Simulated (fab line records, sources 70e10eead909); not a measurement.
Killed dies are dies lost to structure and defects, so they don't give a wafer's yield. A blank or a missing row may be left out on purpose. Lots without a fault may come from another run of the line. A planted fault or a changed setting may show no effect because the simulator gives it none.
Chamber matching | flow nand_harc | NHARC_A_SLIT_DESCUM_14 on rie_diel-06: 4 sister chambers
The step chemistry O2, time 3 s. 20 wafers are shown with their chamber, then 10 later ones without.

WAFERS WITH THEIR CHAMBER
wafer  | chamber | drypump_motor_current_A (A) | oes_product_au (a.u.) | rf_vpp_V (V)
L847.1 | 2       | 6.1                         | 1.004                 | 56.5
L847.4 | 1       | 6.2                         | 1.003                 | 57.1
L847.5 | 1       | 6.3                         | 0.999                 | 57.3
L848.1 | 1       | 6.3                         | 0.999                 | 58.0
L848.3 | 3       | 5.9                         | 1.002                 | 56.5
L848.5 | 1       | 6.3                         | 1.004                 | 59.1
L849.1 | 1       | 6.3                         | 1.004                 | 58.7
L849.3 | 2       | 6.1                         | 1.001                 | 57.6
L849.6 | 0       | 5.3                         | 0.985                 | 56.2
L853.2 | 1       | 6.3                         | 1.006                 | 57.8
L853.3 | 3       | 5.9                         | 1.022                 | 57.6
L853.5 | 3       | 5.9                         | 1.017                 | 56.8
L854.2 | 3       | 5.9                         | 1.015                 | 56.5
L854.5 | 0       | 5.3                         | 0.998                 | 58.0
L854.6 | 1       | 6.2                         | 1.002                 | 58.8
L857.2 | 1       | 6.2                         | 1.006                 | 57.9
L857.3 | 3       | 5.9                         | 1.016                 | 57.2
L857.5 | 3       | 5.9                         | 1.025                 | 57.7
L858.1 | 0       | 5.3                         | 1.000                 | 57.5
L858.2 | 3       | 5.9                         | 1.007                 | 59.9

SIGNATURES (means of the wafers above)
reading                 | chamber 0 | chamber 1 | chamber 2 | chamber 3 | scatter within a chamber
drypump_motor_current_A | 5.300     | 6.263     | 6.100     | 5.900     | 0.0342
oes_product_au          | 0.99433   | 1.00287   | 1.00250   | 1.01486   | 0.006
rf_vpp_V                | 57.233    | 58.087    | 57.050    | 57.457    | 0.947
Rule: a wafer's distance from a chamber is the root of the sum, over the readings, of the square of ((its reading less the chamber's mean) divided by the reading's scatter). The wafer belongs to the nearest chamber; if the next one is less than 2 further off, it can't be placed. The scatter: the root of (the sum of the squares of (reading less its chamber's mean) over the shown wafers, divided by (wafers less chambers)).

WAFERS WITHOUT THEIR CHAMBER
wafer  | drypump_motor_current_A (A) | oes_product_au (a.u.) | rf_vpp_V (V)
L858.6 | 6.3                         | 1.014                 | 56.6
L863.1 | 5.9                         | 1.024                 | 57.8
L863.3 | 6.2                         | 1.010                 | 58.0
L863.5 | 6.2                         | 1.009                 | 57.2
L865.1 | 5.9                         | 1.026                 | 59.1
L865.3 | 6.2                         | 1.012                 | 58.0
L865.4 | 5.3                         | 1.011                 | 57.3
L869.1 | 6.3                         | 1.009                 | 57.8
L869.2 | 5.3                         | 1.004                 | 58.0
L869.3 | 5.9                         | 1.019                 | 57.8

WHICH CHAMBER EACH WENT THROUGH
wafer  | from the rows above     | in truth
L858.6 | 1                       | 1
L863.1 | 3                       | 3
L863.3 | can't be placed: 1 or 2 | 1
L863.5 | can't be placed: 1 or 2 | 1
L865.1 | 3                       | 3
L865.3 | can't be placed: 1 or 2 | 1
L865.4 | 0                       | 0
L869.1 | 1                       | 1
L869.2 | 0                       | 0
L869.3 | 3                       | 3
Placed correctly: 7 of 10. Can't be placed from these rows: 3 (the true chamber is among the candidates in 3). Placed wrongly: 0.
